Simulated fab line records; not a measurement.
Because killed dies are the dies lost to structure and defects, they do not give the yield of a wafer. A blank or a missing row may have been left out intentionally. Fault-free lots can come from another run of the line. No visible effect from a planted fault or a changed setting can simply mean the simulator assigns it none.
Split-lot study | flow n5_finfet | on a route of 1938 steps: 7 lots, 21 wafers read

== ABOUT THE SPLIT ==
At N5_BEOL_M8_DESCUM_33 (chemistry O2, time 7 s), the setting time_s was moved away from the recipe's 7 s on 4 of the 21 wafers read, by +7.3% to +20.5%. All remaining wafers had this setting at the recipe value.

== FROM THE SPLIT TO THE READING: what the file shows between them, 1 step ==
- N5_BEOL_M8_ETCH_72: etches underlayer in N2/H2, target depth 6.5 nm, time 5.2 s

== THE READING ==
CAR-EUV_of_BEOL_M8_COAT_22.thk_nm (the simulator's own value, which no gauge read), in nm, at N5_BEOL_M8_ETCH_65 (etches SiARC in CF4, target depth 15.6 nm, time 26 s). There is no usual value for it anywhere in the file. Here, 17 wafers ran the recipe; their average is 11.1 nm with a standard deviation of 0.12 nm.

wafer  | tool, chamber at the split | time_s as run, s | against the recipe | CAR-EUV_of_BEOL_M8_COAT_22.thk_nm, nm | against lot-mates on the recipe
L077.1 | rie_diel-05, 0             | 7                | recipe             | 11.2                                  | -
L077.4 | rie_diel-05, 2             | 7.512            | +7.3%              | 10.8                                  | -0.4
L077.5 | rie_diel-05, 0             | 7                | recipe             | 11.2                                  | -
L081.2 | rie_diel-04, 2             | 7                | recipe             | 11.2                                  | -
L081.4 | rie_diel-04, 0             | 7                | recipe             | 11.2                                  | -
L081.6 | rie_diel-04, 1             | 7                | recipe             | 11.2                                  | -
L083.2 | rie_diel-04, 0             | 7.786            | +11.2%             | 10.6                                  | -0.4
L083.5 | rie_diel-04, 1             | 7.786            | +11.2%             | 10.6                                  | -0.4
L083.6 | rie_diel-04, 0             | 7                | recipe             | 11                                    | -
L084.2 | rie_diel-04, 1             | 7                | recipe             | 11.2                                  | -
L084.3 | rie_diel-04, 0             | 7                | recipe             | 11.2                                  | -
L084.4 | rie_diel-04, 2             | 7                | recipe             | 11                                    | -
L086.3 | rie_diel-05, 0             | 7                | recipe             | 11.2                                  | -
L086.4 | rie_diel-05, 2             | 7                | recipe             | 11.2                                  | -
L086.5 | rie_diel-05, 1             | 7                | recipe             | 11                                    | -
L089.1 | rie_diel-06, 1             | 7                | recipe             | 11                                    | -
L089.5 | rie_diel-06, 1             | 7                | recipe             | 11                                    | -
L089.6 | rie_diel-06, 3             | 7                | recipe             | 10.8                                  | -
L097.1 | rie_diel-06, 1             | 7                | recipe             | 11                                    | -
L097.3 | rie_diel-06, 2             | 7                | recipe             | 11.2                                  | -
L097.6 | rie_diel-06, 0             | 8.438            | +20.5%             | 10.4                                  | -0.7

FIT RESULTS
A straight line over all 21 wafers: CAR-EUV_of_BEOL_M8_COAT_22.thk_nm changes by -0.0383 nm for each +1% of time_s; r = -0.88; the points scatter about the line by 0.12 nm.
The same after taking each lot's own level away (the mean of its wafers on the recipe; 21 wafers): -0.0358 nm for each +1%; r = -0.93; scatter 0.079 nm.
According to that fit, moving time_s by its largest amount changes the reading by 0.74 nm.
From 10.93 to 11.20 nm: that is the span of the lots' own levels, equal to 2.2 times the standard deviation above.
Consequently the slope shifts little with the lot-to-lot level, the two slopes agreeing.
Check: with one of the wafers moved furthest among these (+20.5%) left out of the fit, the line predicts -0.798 nm for it against its lot-mates. It came out at -0.7 nm against them.

== ADDITIONAL SPLITS CARRIED BY THESE WAFERS ==
These wafers also went through other splits before the reading. Each is held against what the fit with the lots' levels taken away leaves over:
other split on the same wafers   | wafers away from the commonest value | r with CAR-EUV_of_BEOL_M8_COAT_22.thk_nm (lot level and that fit taken away)
N5_BEOL_M7_TRENCH_ETCH_37 time_s | 6                                    | +0.33
N5_BEOL_M8_EXPOSE_25 dose_mj     | 6                                    | -0.36

== THE WHOLE CHAIN: every reading that the file lists as answering this split, in the file's order ==
step                 | what it does                                                | reading                                                                            | change (the file's fit)                | r (the file's)
N5_BEOL_M8_DESCUM_33 | chemistry O2, time 7 s                                      | CAR-EUV_of_BEOL_M8_COAT_22.thk_nm (the simulator's own value, which no gauge read) | -0.0406 nm for each +1% of the setting | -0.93
N5_BEOL_M8_ETCH_72   | etches underlayer in N2/H2, target depth 6.5 nm, time 5.2 s | CAR-EUV_of_BEOL_M8_COAT_22.thk_nm (the simulator's own value, which no gauge read) | -0.0396 nm for each +1% of the setting | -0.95
N5_BEOL_M8_ETCH_65   | etches SiARC in CF4, target depth 15.6 nm, time 26 s        | CAR-EUV_of_BEOL_M8_COAT_22.thk_nm (the simulator's own value, which no gauge read) | -0.0362 nm for each +1% of the setting | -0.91

== THE FILE'S OWN FIT ==
CAR-EUV_of_BEOL_M8_COAT_22.thk_nm changes by -0.0362 nm for each +1% of time_s, r = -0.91.
